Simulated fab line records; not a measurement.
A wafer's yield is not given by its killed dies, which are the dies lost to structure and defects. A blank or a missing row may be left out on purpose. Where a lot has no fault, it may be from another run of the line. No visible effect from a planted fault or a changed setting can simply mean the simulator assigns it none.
Problem report, 8D (eight disciplines) form, completed by code | flow n5 finfet | the parts of the form that need people (team, actions taken, sign-off) are left out

== 1. THE ISSUE ==
cathode dc power W at N5_BEOL_M15_SPUTTER_44 reads a mean of 15885 W on 1 wafer of 1 lot; wafers without a fault read 15000 W with a standard deviation of 2.8. So: +99 or more standard deviations from the usual mean.
The step: material Ta, target thk 15 nm, time 24.19 s.
Seen first at day 13 21:20 on pvd sputter-02, wafer L351.2. Wafers with a number at this step in the record: 33, from 11 lots. Rule for "out", or "out of limits": more than 4 standard deviations from the usual mean. The other wafers with a number count as sound.

== 2. WHAT IT IS, WHAT IT ISN'T ==
question                    | is                 | is not
which readings at this step | cathode dc power W | bias v, throttle valve pct
which lots                  | L351               | L345, L346, L348, L350, L357, L359, L360, L363, L365, L366
which wafers of those lots  | L351.2             | L351.3, L351.6
read on which tools         | pvd sputter-02     | pvd sputter-01, pvd sputter-03
when                        | from day 13 21:20  | up to then (14 sound wafers); but 18 sound wafers of L357, L359, L360, L363, L365, L366 came after

== 3. WHAT RULES OUT EACH SUSPECT ==
Counting: if a tool at a process step up to the reading ran every lot that is out, it stays a suspect. Sound lots after the first of them don't rule it out here, since some wafers of a struck lot are sound.
- rie diel-02 at N5_BEOL_M15_STRIP_64 (strips in O2): kept. L351, the lot that is out, went through it at day 13 21:16; up to then, the latest sound lot through it was L348 at day 13 00:11. Because N5_BEOL_M15_STRIP_64 lacks a start for some lots, the hours and order of its lots are taken from N5_BEOL_M15_SPUTTER_43.
- pvd sputter-02 at N5_BEOL_M15_SPUTTER_43 (material TaN, target thk 15 nm, time 24.19 s): kept. L351, the lot that is out, went through it at day 13 21:16; up to then, the latest sound lot through it was L348 at day 13 00:11.
- pvd sputter-02 at N5_BEOL_M15_SPUTTER_44 (material Ta, target thk 15 nm, time 24.19 s): kept. L351, the lot that is out, went through it at day 13 21:20; up to then, the latest sound lot through it was L348 at day 13 00:16. Out on those wafers are its own readings of cathode dc power W.
- At N5_BEOL_M15_STRIP_64 on rie diel-02, chamber 1 took the sound wafers of the same lots and chamber 0 took the wafers that are out.
Still standing after the count: rie diel-02 at N5_BEOL_M15_STRIP_64, pvd sputter-02 at N5_BEOL_M15_SPUTTER_43, pvd sputter-02 at N5_BEOL_M15_SPUTTER_44.

== 4. THE CAUSE (what the simulator had put in) ==
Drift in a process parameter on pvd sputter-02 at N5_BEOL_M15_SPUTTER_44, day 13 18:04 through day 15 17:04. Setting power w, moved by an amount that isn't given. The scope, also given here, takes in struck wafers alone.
After counting, 3 suspects remain, this tool included.

== 5. THE CHAIN OF EFFECTS, in route order ==
Rows list readings where the struck wafers' mean (over those with a number) sits beyond 3 standard deviations from the usual. Only readings for which the record gives a usual standard deviation are gone through. hours: the time from each lot's start at the first step in this table that gives one to its start at this step, as a median over the lots. sigmas: the change in usual standard deviations.
hours | step                   | reading            | usual   | on struck wafers | change | sigmas
0     | N5_BEOL_M15_SPUTTER_44 | cathode dc power W | 15000 W | 15885            | +885   | +99 or more
Here are the process steps it includes:
- N5_BEOL_M15_SPUTTER_44: material Ta, target thk 15 nm, time 24.19 s.

== 6. HOW IT WOULD HAVE BEEN CAUGHT EARLIER ==
The fault began at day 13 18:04; the first out-of-limits reading in this record came at day 13 21:20, 3 hours later.
